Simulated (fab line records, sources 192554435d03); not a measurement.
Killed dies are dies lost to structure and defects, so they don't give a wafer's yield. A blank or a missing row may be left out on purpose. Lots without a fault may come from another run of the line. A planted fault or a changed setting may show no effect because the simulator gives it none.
Split-lot experiment | flow n5_finfet | 7 lots, 39 wafers read, on a route of 1938 steps

THE SPLIT
At N5_HKMG_FIN_CVD_62 (deposits a-Si from Si2H6, target thk 3 nm, time 20.8 s), the setting target_thk_a was moved away from the recipe's 30 angstrom on 12 of the 39 wafers read, by -3.6% to +14.0%. The other wafers ran this setting at the recipe's value.

The reading is taken at the split's own step.

THE READING
a-Si_of_HKMG_FIN_CVD_62.thk_nm (the simulator's own value, which no gauge read), in nm, at N5_HKMG_FIN_CVD_62 (deposits a-Si from Si2H6, target thk 3 nm, time 20.8 s). The file gives no usual value for it. The 27 wafers here that ran the recipe average 3.0 nm, standard deviation 0.071 nm.

wafer  | tool, chamber at the split     | target_thk_a as run, angstrom | against the recipe | a-Si_of_HKMG_FIN_CVD_62.thk_nm, nm | against lot-mates on the recipe
L074.1 | thermal_cvd_si-01, 0,1,2,1,0,2 | 30                            | recipe             | 3                                  | -
L074.2 | thermal_cvd_si-01, 0,1,2,1,0,2 | 30                            | recipe             | 3                                  | -
L074.3 | thermal_cvd_si-01, 0,1,2,1,0,2 | 30                            | recipe             | 3                                  | -
L074.4 | thermal_cvd_si-01, 0,1,2,1,0,2 | 30                            | recipe             | 3                                  | -
L074.5 | thermal_cvd_si-01, 0,1,2,1,0,2 | 30                            | recipe             | 3                                  | -
L074.6 | thermal_cvd_si-01, 0,1,2,1,0,2 | 30                            | recipe             | 3                                  | -
L076.1 | thermal_cvd_si-01, 2,0         | 30                            | recipe             | 3                                  | -
L076.5 | thermal_cvd_si-01, 2,0         | 30                            | recipe             | 3                                  | -
L076.2 | thermal_cvd_si-01, 0           | 30                            | recipe             | 3.2                                | -
L076.3 | thermal_cvd_si-01, 1,1,2       | 33.25                         | +10.8%             | 3.4                                | +0.3
L076.4 | thermal_cvd_si-01, 1,1,2       | 33.25                         | +10.8%             | 3.4                                | +0.3
L076.6 | thermal_cvd_si-01, 1,1,2       | 33.25                         | +10.8%             | 3.4                                | +0.3
L086.1 | thermal_cvd_si-02, 0,2,0       | 30                            | recipe             | 3                                  | -
L086.2 | thermal_cvd_si-02, 0,2,0       | 30                            | recipe             | 3                                  | -
L086.5 | thermal_cvd_si-02, 0,2,0       | 30                            | recipe             | 3                                  | -
L086.3 | thermal_cvd_si-02, 1           | 28.92                         | -3.6%              | 2.8                                | -0.2
L086.6 | thermal_cvd_si-02, 1           | 28.92                         | -3.6%              | 2.8                                | -0.2
L086.4 | thermal_cvd_si-02, 2           | 28.92                         | -3.6%              | 3                                  | +0.0
L085.1 | thermal_cvd_si-01, 0,2,1       | 34.2                          | +14.0%             | 3.4                                | +0.4
L085.4 | thermal_cvd_si-01, 0,2,1       | 34.2                          | +14.0%             | 3.4                                | +0.4
L085.6 | thermal_cvd_si-01, 0,2,1       | 34.2                          | +14.0%             | 3.4                                | +0.4
L085.2 | thermal_cvd_si-01, 2,1,0       | 30                            | recipe             | 3                                  | -
L085.3 | thermal_cvd_si-01, 2,1,0       | 30                            | recipe             | 3                                  | -
L085.5 | thermal_cvd_si-01, 2,1,0       | 30                            | recipe             | 3                                  | -
L090.2 | thermal_cvd_si-01, 1,0         | 30                            | recipe             | 3                                  | -
L090.5 | thermal_cvd_si-01, 1,0         | 30                            | recipe             | 3                                  | -
L090.3 | thermal_cvd_si-01, 2           | 30                            | recipe             | 3.2                                | -
L095.1 | thermal_cvd_si-02, 0           | 30                            | recipe             | 3                                  | -
L095.5 | thermal_cvd_si-02, 0           | 30                            | recipe             | 3                                  | -
L095.2 | thermal_cvd_si-02, 2           | 30                            | recipe             | 3.2                                | -
L095.3 | thermal_cvd_si-02, 1           | 33.41                         | +11.4%             | 3.4                                | +0.3
L095.4 | thermal_cvd_si-02, 1           | 33.41                         | +11.4%             | 3.2                                | +0.1
L095.6 | thermal_cvd_si-02, 2           | 33.41                         | +11.4%             | 3.6                                | +0.5
L097.1 | thermal_cvd_si-01, 2,1,0,2,1   | 30                            | recipe             | 3                                  | -
L097.2 | thermal_cvd_si-01, 2,1,0,2,1   | 30                            | recipe             | 3                                  | -
L097.3 | thermal_cvd_si-01, 2,1,0,2,1   | 30                            | recipe             | 3                                  | -
L097.4 | thermal_cvd_si-01, 2,1,0,2,1   | 30                            | recipe             | 3                                  | -
L097.6 | thermal_cvd_si-01, 2,1,0,2,1   | 30                            | recipe             | 3                                  | -
L097.5 | thermal_cvd_si-01, 0           | 30                            | recipe             | 3.2                                | -
Where a row lists several chambers, the file gives one row for several wafers and doesn't say which wafer went through which chamber.

THE FIT
A straight line over all 39 wafers: a-Si_of_HKMG_FIN_CVD_62.thk_nm changes by +0.0311 nm for each +1% of target_thk_a; r = +0.90; the points scatter about the line by 0.085 nm.
The same after taking each lot's own level away (the mean of its wafers on the recipe; 39 wafers): +0.0298 nm for each +1%; r = +0.90; scatter 0.078 nm.
On that fit, the largest move of target_thk_a shifts the reading by 0.42 nm.
The lots' own levels span 3.00 to 3.07 nm, that is 0.9 times the standard deviation above.
So the lot-to-lot level changes the slope little: the two slopes agree.
Check: with one of the wafers moved furthest among these (+14.0%) left out of the fit, the line predicts +0.417 nm for it against its lot-mates. It came out at +0.4 nm against them.

THE FILE'S OWN FIT
a-Si_of_HKMG_FIN_CVD_62.thk_nm changes by +0.0296 nm for each +1% of target_thk_a, r = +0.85.
